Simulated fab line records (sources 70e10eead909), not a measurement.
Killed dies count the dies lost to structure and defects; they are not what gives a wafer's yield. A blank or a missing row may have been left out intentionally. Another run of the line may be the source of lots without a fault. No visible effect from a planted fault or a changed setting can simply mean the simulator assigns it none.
fab line records -- flow nand_harc
[record] lots = 12, wafers = 36, last_day = 33
route steps=1302 shown P_BONDPAD@369 A_ONON_D1@436 END@1302
lots that met no fault: taken from a fault-free run of the same line
start_h: the number of hours between the record's first day and the start of the first shown wafer of the lot -- wait_h: hours elapsed since this lot's preceding step -- " unchanged from the row above -- L1.1+2: a row that stands for several wafers -- - no value, or no start was given -- * or withheld: withheld -- < > ~ a bound
route shown NAME@n: a module of which the file shows steps, and the number in the route of the first -- usual: mean/standard deviation of fault-free wafers -- same: alike in all rows -- chamber/n: place in a boat -- sites: each site's reading -- _std_site: standard deviation across them -- _edge_site: the outer-site mean with the inner-site mean subtracted -- radius_mm: for every site, how far away it sits from the centre of the wafer -- mask NAME#n: copy n -- behind: tool/chamber where the wafer was last shaped -- hold: reason for holding the lot/hours on hold/outcome of the hold -- device: transistor that didn't switch, given as n, p or np -- end of line: the route-end tests of the same wafers -- for a step that has no rows: nothing shown but its recipe -- killed: not the wafer's yield, but the dies lost to structure and defects at the first sort -- map: per-die view of a wafer (x killed, . not killed, _ where there is no die)
set.NAME: the run value of the setting; set.NAME@STEP: its run value at that earlier step -- model.NAME: the simulator's own value behind a step, which no gauge read
route steps across a sampled set of lots; one table per step, one row per wafer
services: from which hour (start_h, from the record's first day; less than 0 if before it) a tool's chamber was out of use, for how many hours, and why
[[steps]]
[step NHARC_P_BONDPAD_ETCH_12]
[recipe] target_depth_a = 2000, time_s = 100, chf3_flow_sccm = 50, o2_flow_sccm = 10, ar_flow_sccm = 200, rf_w = 500, bias_w = 200, chemistry = CHF3/O2
[usual] drypump_motor_current_A = 5.7/0.5, oes_product_au = 0.940/0.021, rf_vpp_V = 369.1/1.6, showerhead_plenum_p_Torr = 2.33/0.061, throttle_valve_pct = 20.573/0.0091
lot.wafer,tool,chamber,start_h,wait_h,drypump_motor_current_A,oes_product_au,rf_hours_counter_h,rf_vpp_V,showerhead_plenum_p_Torr,throttle_valve_pct
L516.2,rie_diel-04,2,-,-,6.0,0.989,6.6,367.5,2.31,20.586
L516.1,rie_diel-04,3,-,-,6.1,0.971,7.3,369.5,2.33,20.578
L516.5,rie_diel-04,2,-,-,5.9,0.981,-,368.5,2.31,20.559
L518.4,rie_diel-03,1,-,-,5.4,0.977,0.8,370.0,2.37,20.576
L518.1,rie_diel-03,3,-,-,4.9,0.967,0.7,372.0,2.48,20.571
L518.5,rie_diel-03,2,-,-,6.4,0.984,-,366.9,2.29,20.569
L521.2,rie_diel-03,2,-,-,6.3,0.966,1.5,368.8,2.29,20.570
L521.4,rie_diel-03,1,-,-,5.4,0.973,-,369.0,2.37,20.580
L521.5,rie_diel-03,2,-,-,6.4,0.971,-,366.9,2.29,20.568
L522.2,rie_diel-04,0,-,-,5.5,0.985,0.3,369.7,2.34,20.589
L522.4,rie_diel-04,3,-,-,6.0,0.978,0.5,370.3,2.33,20.575
L522.5,rie_diel-04,1,-,-,6.3,0.968,-,367.3,2.25,20.563
L531.1,rie_diel-04,1,-,-,6.3,0.927,5.5,366.6,2.25,20.558
L531.4,rie_diel-04,2,-,-,6.0,0.925,5.5,369.1,2.31,20.581
L531.6,rie_diel-04,0,-,-,5.6,0.927,-,368.7,2.34,20.577
L530.4,rie_diel-10,3,-,-,5.6,0.930,1.3,366.7,2.27,20.586
L530.2,rie_diel-10,0,-,-,5.9,0.945,0.9,371.6,2.45,20.560
L530.1,rie_diel-10,1,-,-,5.9,0.932,0.9,368.5,2.32,20.562
L532.4,rie_diel-10,2,-,-,5.3,0.926,1.7,370.2,2.40,20.566
L532.1,rie_diel-10,1,-,-,5.9,0.929,1.2,367.7,2.32,20.574
L532.5,rie_diel-10,3,-,-,5.6,0.929,-,367.6,2.27,20.573
L533.4,rie_diel-10,2,-,-,5.4,0.914,2.4,370.5,2.40,20.571
L533.1,rie_diel-10,3,-,-,5.6,0.932,2.8,367.4,2.27,20.568
L533.6,rie_diel-10,3,-,-,5.6,0.924,-,368.8,2.27,20.569
L535.1,rie_diel-03,1,-,-,5.4,0.940,0.8,371.1,2.37,20.573
L535.5,rie_diel-03,3,-,-,4.9,0.944,-,371.0,2.48,20.563
L535.6,rie_diel-03,2,-,-,6.4,0.945,-,365.6,2.29,20.572
L534.4,rie_diel-10,1,-,-,5.9,0.929,3.0,368.3,2.32,20.574
L534.6,rie_diel-10,2,-,-,5.3,0.925,-,371.7,2.40,20.583
L534.5,rie_diel-10,3,-,-,5.6,0.934,-,367.6,2.27,20.576
L536.4,rie_diel-03,2,-,-,6.3,0.932,1.3,367.6,2.29,20.588
L536.1,rie_diel-03,3,-,-,4.9,0.913,1.1,372.4,2.48,20.574
L536.5,rie_diel-03,2,-,-,6.3,0.926,-,368.8,2.29,20.583
L538.2,rie_diel-10,3,-,-,5.5,0.927,6.4,367.0,2.27,20.564
L538.6,rie_diel-10,3,-,-,5.6,0.930,-,367.7,2.27,20.579
L538.4,rie_diel-10,0,-,-,6.0,0.925,-,371.2,2.45,20.559
[step NHARC_P_BONDPAD_STRIP_15]
[recipe] o2_flow_sccm = 500, ar_flow_sccm = 0, bias_w = 0, chemistry = O2
[usual] drypump_motor_current_A = 5.7/0.5, oes_product_au = 1.000/0.0074, rf_vpp_V = 57.6/0.9, showerhead_plenum_p_Torr = 3.43/0.085, throttle_valve_pct = 17.037/0.0088
lot.wafer,tool,chamber,start_h,wait_h,drypump_motor_current_A,oes_product_au,rf_hours_counter_h,rf_vpp_V,showerhead_plenum_p_Torr,throttle_valve_pct
L516.1,rie_diel-03,0,138.11,0.1,4.7,1.014,0,59.2,3.38,17.035
L516.2,rie_diel-03,1,138.11,0.1,5.4,1.010,1,57.2,3.48,17.035
L516.5,rie_diel-03,0,138.11,0.1,4.7,1.010,-,56.3,3.38,17.035
L518.1,rie_diel-04,2,149.62,0.1,6.0,0.999,7,57.0,3.39,17.033
L518.4,rie_diel-04,3,149.62,0.1,6.0,0.995,8,57.5,3.42,17.047
L518.5,rie_diel-04,1,149.62,0.1,6.3,1.002,-,56.0,3.31,17.030
L521.2,rie_diel-03,0,182.14,0.1,4.7,1.005,2,56.1,3.38,17.028
L521.5,rie_diel-03,2,182.14,0.1,6.3,1.010,-,58.8,3.37,17.050
L521.4,rie_diel-03,0,182.14,0.1,4.7,1.013,-,57.2,3.38,17.044
L522.2,rie_diel-04,2,192.51,0.1,6.0,1.000,1,56.8,3.39,17.052
L522.4,rie_diel-04,1,192.51,0.1,6.3,1.011,0,59.6,3.31,17.037
L522.5,rie_diel-04,3,192.51,0.1,6.1,0.994,-,57.8,3.42,17.043
L531.1,rie_diel-10,1,281.47,0.1,5.9,1.006,1,58.0,3.41,17.029
L531.4,rie_diel-10,2,281.47,0.1,5.3,1.005,1,58.3,3.53,17.036
L531.6,rie_diel-10,1,281.47,0.1,5.9,1.004,-,55.4,3.41,17.010
L530.1,rie_diel-04,2,284.23,0.1,6.0,1.004,6,56.7,3.39,17.057
L530.2,rie_diel-04,3,284.23,0.1,6.1,0.995,6,57.7,3.42,17.031
L530.4,rie_diel-04,0,284.23,0.1,5.6,1.007,7,58.8,3.44,17.050
L532.1,rie_diel-04,1,295.19,0.1,6.3,0.991,6,58.7,3.31,17.028
L532.4,rie_diel-04,3,295.19,0.1,6.1,1.001,6,58.0,3.42,17.053
L532.5,rie_diel-04,0,295.19,0.1,5.6,1.009,-,57.3,3.44,17.035
L533.1,rie_diel-03,3,304.08,0.1,4.9,0.998,0,57.8,3.64,17.044
L533.4,rie_diel-03,0,304.08,0.1,4.7,0.993,0,56.9,3.38,17.037
L533.6,rie_diel-03,2,304.08,0.1,6.4,1.002,-,58.2,3.36,17.031
L535.1,rie_diel-03,1,319.72,0.1,5.4,0.998,1,57.8,3.48,17.036
L535.5,rie_diel-03,2,319.72,0.1,6.3,1.003,-,58.0,3.36,17.039
L535.6,rie_diel-03,1,319.72,0.1,5.4,0.988,-,57.0,3.48,17.028
L534.6,rie_diel-03,2,320.44,0.1,6.4,0.994,-,57.5,3.36,17.039
L534.5,rie_diel-03,3,320.44,0.1,4.9,0.984,-,58.8,3.64,17.042
L534.4,rie_diel-03,1,320.44,0.1,5.4,1.000,-,56.5,3.48,17.040
L536.1,rie_diel-10,0,340.17,0.1,6.0,0.998,4,56.7,3.60,17.041
L536.4,rie_diel-10,1,340.17,0.1,5.9,0.997,4,57.5,3.41,17.039
L536.5,rie_diel-10,3,340.17,0.1,5.6,1.005,-,56.2,3.34,17.029
L538.4,rie_diel-03,0,366.93,0.1,4.7,1.005,1,57.7,3.38,17.037
L538.2,rie_diel-03,1,366.93,0.1,5.4,1.007,2,57.3,3.48,17.039
L538.6,rie_diel-03,1,366.93,0.1,5.4,0.999,-,57.7,3.48,17.026
[step NHARC_P_BONDPAD_PRE_CLEAN_26]
[recipe] time_s = 30, temp_c = 280, gas = H2/He
[usual] heater_power_w = 402/43
lot.wafer,tool,chamber,start_h,wait_h,heater_power_w
L516.1,pvd_sputter-01,-,-,-,476
L516.2,pvd_sputter-01,-,-,-,424
L516.5,pvd_sputter-01,-,-,-,465
L518.4,pvd_sputter-02,-,-,-,372
L518.1,pvd_sputter-02,-,-,-,481
L518.5,pvd_sputter-02,-,-,-,469
L521.2,pvd_sputter-03,-,-,-,323
L521.4,pvd_sputter-03,-,-,-,389
L521.5,pvd_sputter-03,-,-,-,417
L522.2,pvd_sputter-01,-,-,-,410
L522.4,pvd_sputter-01,-,-,-,432
L522.5,pvd_sputter-01,-,-,-,396
L531.4,pvd_sputter-03,-,-,-,399
L531.1,pvd_sputter-03,-,-,-,322
L531.6,pvd_sputter-03,-,-,-,387
L530.2,pvd_sputter-01,-,-,-,340
L530.1,pvd_sputter-01,-,-,-,437
L530.4,pvd_sputter-01,-,-,-,416
L532.4,pvd_sputter-02,-,-,-,484
L532.1,pvd_sputter-02,-,-,-,405
L532.5,pvd_sputter-02,-,-,-,497
L533.4,pvd_sputter-03,-,-,-,407
L533.1,pvd_sputter-03,-,-,-,400
L533.6,pvd_sputter-03,-,-,-,390
L535.1,pvd_sputter-02,-,-,-,435
L535.6,pvd_sputter-02,-,-,-,398
L535.5,pvd_sputter-02,-,-,-,438
L534.4,pvd_sputter-03,-,-,-,408
L534.6,pvd_sputter-03,-,-,-,414
L534.5,pvd_sputter-03,-,-,-,314
L536.4,pvd_sputter-03,-,-,-,325
L536.1,pvd_sputter-03,-,-,-,405
L536.5,pvd_sputter-03,-,-,-,401
L538.4,pvd_sputter-03,-,-,-,421
L538.2,pvd_sputter-03,-,-,-,320
L538.6,pvd_sputter-03,-,-,-,407
[step NHARC_A_ONON_D1_DEP_16]
[recipe] target_thk_a = 10000, n2_flow_sccm = 2750, n2o_flow_sccm = 2000, nh3_flow_sccm = 500, sih4_flow_sccm = 210, temp_c = 400
lot.wafer,tool,chamber,start_h,wait_h
L516.1+2+5,pecvd_onon-04,0,175.48,0.1
L518.1+4+5,pecvd_onon-04,0,187.13,0.1
L521.2+4+5,pecvd_onon-01,0,217.99,0.1
L522.2+4+5,pecvd_onon-01,0,229.40,0.1
L531.1+4+6,pecvd_onon-01,0,317.82,0.1
L530.1+2+4,pecvd_onon-03,0,317.82,0.1
L532.1+4+5,pecvd_onon-01,0,335.17,0.1
L533.1+4+6,pecvd_onon-01,0,345.59,0.1
L535.1+5+6,pecvd_onon-03,0,354.81,0.1
L534.4+5+6,pecvd_onon-01,0,354.98,0.2
L536.1+4+5,pecvd_onon-01,0,375.41,0.1
L538.2+4+6,pecvd_onon-01,0,403.52,0.1
[step NHARC_A_ONON_D1_THK_MEAS_18]
[recipe] thk_meas_gauge = ellipsometry
[usual] thk_nm = 996/8.7
lot.wafer,tool,chamber,start_h,wait_h,thk_nm
L516.1,film_metro-01,-,175.98,-,1009
L516.2,film_metro-01,-,175.98,-,1006
L516.5,film_metro-01,-,175.98,-,1010
L518.1,film_metro-01,-,187.63,-,987
L518.4,film_metro-01,-,187.63,-,988
L518.5,film_metro-01,-,187.63,-,989
L521.2,film_metro-01,-,218.44,-,1108
L521.4,film_metro-01,-,218.44,-,1109
L521.5,film_metro-01,-,218.44,-,1109
L522.2,film_metro-01,-,229.85,-,1103
L522.4,film_metro-01,-,229.85,-,1101
L522.5,film_metro-01,-,229.85,-,1104
L530.1,film_metro-02,-,318.33,-,1008
L530.2,film_metro-02,-,318.33,-,1008
L530.4,film_metro-02,-,318.33,-,1008
L531.1,film_metro-01,-,318.33,-,998
L531.4,film_metro-01,-,318.33,-,998
L531.6,film_metro-01,-,318.33,-,996
L532.1,film_metro-02,-,335.68,-,1003
L532.4,film_metro-02,-,335.68,-,1002
L532.5,film_metro-02,-,335.68,-,1004
L533.1,film_metro-02,-,346.09,-,1001
L533.4,film_metro-02,-,346.09,-,1000
L533.6,film_metro-02,-,346.09,-,1002
L535.1,film_metro-02,-,355.32,-,994
L535.5,film_metro-02,-,355.32,-,995
L535.6,film_metro-02,-,355.32,-,995
L534.4,film_metro-01,-,355.32,-,1001
L534.5,film_metro-01,-,355.32,-,998
L534.6,film_metro-01,-,355.32,-,998
L536.1,film_metro-01,-,375.92,-,1004
L536.4,film_metro-01,-,375.92,-,1005
L536.5,film_metro-01,-,375.92,-,1005
L538.2,film_metro-01,-,403.98,-,991
L538.4,film_metro-01,-,403.98,-,991
L538.6,film_metro-01,-,403.98,-,993
[step NHARC_END_SORT_01]
[recipe] temp_c = 25
[usual] killed_at_array = 50/14, killed_at_other = 0.9/1, killed_at_periphery = 3.9/2.5, killed_dies = 55/15, killed_open = 3.5/1.9, killed_short = 2.5/1.7
[same] gross_dies = 677
lot.wafer,tool,chamber,start_h,wait_h,killed_at_array,killed_at_other,killed_at_periphery,killed_dies,killed_open,killed_short
L531.1,prober-02,0,694.21,2.5,49,1,7,57,4,6
L531.4,prober-02,0,696.57,3.3,56,1,8,65,6,1
L531.6,prober-02,0,698.15,3.9,45,1,3,49,3,0
L532.1,prober-01,0,718.64,2.5,62,2,1,65,3,1
L532.4,prober-01,0,721.03,3.4,71,3,4,78,5,2
L532.5,prober-01,0,721.83,3.7,64,2,6,72,4,3
// killed by level:class
L531.1 A_SLIT:chamber_film_flake=27 A_CHANNEL_HOLE_D1:chamber_film_flake=7 A_WL_FILL:geometric_particle:short=3 P_M1:chamber_film_flake=3 P_GATE:chamber_film_flake=2 A_STAIRCASE:chamber_film_flake=2 A_WL_FILL:chamber_film_flake=2 P_CONTACT:geometric_particle:short=1
L531.4 A_SLIT:chamber_film_flake=31 A_CHANNEL_HOLE_D1:chamber_film_flake=10 A_WL_FILL:chamber_film_flake=4 P_M1:chamber_film_flake=3 A_ONON_D1:geometric_particle:open=2 A_DECK1_JOINT:chamber_film_flake=2 A_STAIRCASE:chamber_film_flake=2 A_CONTACT:chamber_film_flake=2
L531.6 A_SLIT:chamber_film_flake=20 A_CONTACT:chamber_film_flake=8 A_CHANNEL_HOLE_D1:chamber_film_flake=6 A_STAIRCASE:chamber_film_flake=4 A_ONON_D1:geometric_particle:open=1 A_CHANNEL_FILL_D1:geometric_particle:open=1 A_CHANNEL_HOLE_D2:geometric_particle:open=1 P_STI:chamber_film_flake=1
L532.1 A_SLIT:chamber_film_flake=28 A_CHANNEL_HOLE_D2:chamber_film_flake=10 A_CONTACT:chamber_film_flake=9 A_CHANNEL_HOLE_D1:chamber_film_flake=4 A_CHANNEL_FILL_D1:chamber_film_flake=2 A_CHANNEL_FILL_D2:chamber_film_flake=2 A_STAIRCASE:chamber_film_flake=2 THIN_TSV:chamber_film_flake=2
L532.4 A_SLIT:chamber_film_flake=26 A_CHANNEL_HOLE_D2:chamber_film_flake=22 A_CHANNEL_HOLE_D1:chamber_film_flake=7 A_CONTACT:chamber_film_flake=4 A_STAIRCASE:chamber_film_flake=3 THIN_TSV:chamber_film_flake=3 A_M1:geometric_particle:open=2 P_STI:chamber_film_flake=2
L532.5 A_SLIT:chamber_film_flake=23 A_CHANNEL_HOLE_D2:chamber_film_flake=16 A_CHANNEL_HOLE_D1:chamber_film_flake=8 A_CONTACT:chamber_film_flake=4 P_ZERO_WELL:chamber_film_flake=3 A_CHANNEL_FILL_D2:chamber_film_flake=3 A_M1:geometric_particle:open=2 P_BONDPAD:chamber_film_flake=2
[[services]]
tool,chamber,start_h,hours,kind
rie_diel-03,0,132.61,4.2,repair
rie_diel-03,2,154.77,9.2,repair
rie_diel-10,1,157.19,7.7,repair
rie_diel-03,3,158.43,128.6,repair
rie_diel-04,1,166.08,16.0,repair
pvd_sputter-03,-,168.54,2.1,repair
rie_diel-04,-,177.90,9.0,pm
rie_diel-04,1,196.45,12.1,repair
rie_diel-04,2,208.89,6.7,repair
rie_diel-10,-,242.50,9.0,pm
rie_diel-04,3,244.38,10.1,repair
pecvd_onon-01,-,269.00,13.0,pm
rie_diel-03,2,275.84,6.5,repair
rie_diel-03,-,281.30,9.0,pm
rie_diel-04,-,310.84,0.2,repair
rie_diel-03,0,314.05,8.8,repair
rie_diel-10,-,321.63,0.4,repair
pvd_sputter-03,-,335.52,4.4,repair
pvd_sputter-03,-,348.63,10.0,pm
rie_diel-04,-,354.90,9.0,pm
rie_diel-10,1,359.58,8.6,repair
rie_diel-03,0,378.90,11.4,repair
rie_diel-10,0,385.34,4.5,repair
rie_diel-04,3,387.78,11.6,repair
[[key]]
[first_sign] step = NHARC_A_ONON_D1_THK_MEAS_18, reading = thk_nm, direction = up, sigmas = 13, usual = 996, struck = 1106
effect none on later readings
met_at NHARC_A_ONON_D1_DEP_16
struck_lots L521,L522
tester_left_out L521,L522
not_acting_at NHARC_P_BONDPAD_ETCH_12,NHARC_P_BONDPAD_STRIP_15,NHARC_P_BONDPAD_PRE_CLEAN_26
[fault] kind = process_parameter_drift, tool = pecvd_onon-01, chamber = -, onset_h = 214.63, steps = NHARC_A_ONON_D1_DEP_16, channel = target_thk_a, offset = *, shape = step, end_h = 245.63, acts_in = *, stated = *
// tester_left_out: of these lots the tester's yield and bins aren't shown, on N5 and GAA mostly nor the transistor test; their killed dies are dies lost to structure and defects alone, not to doping, threshold or leakage, so they don't give the yield
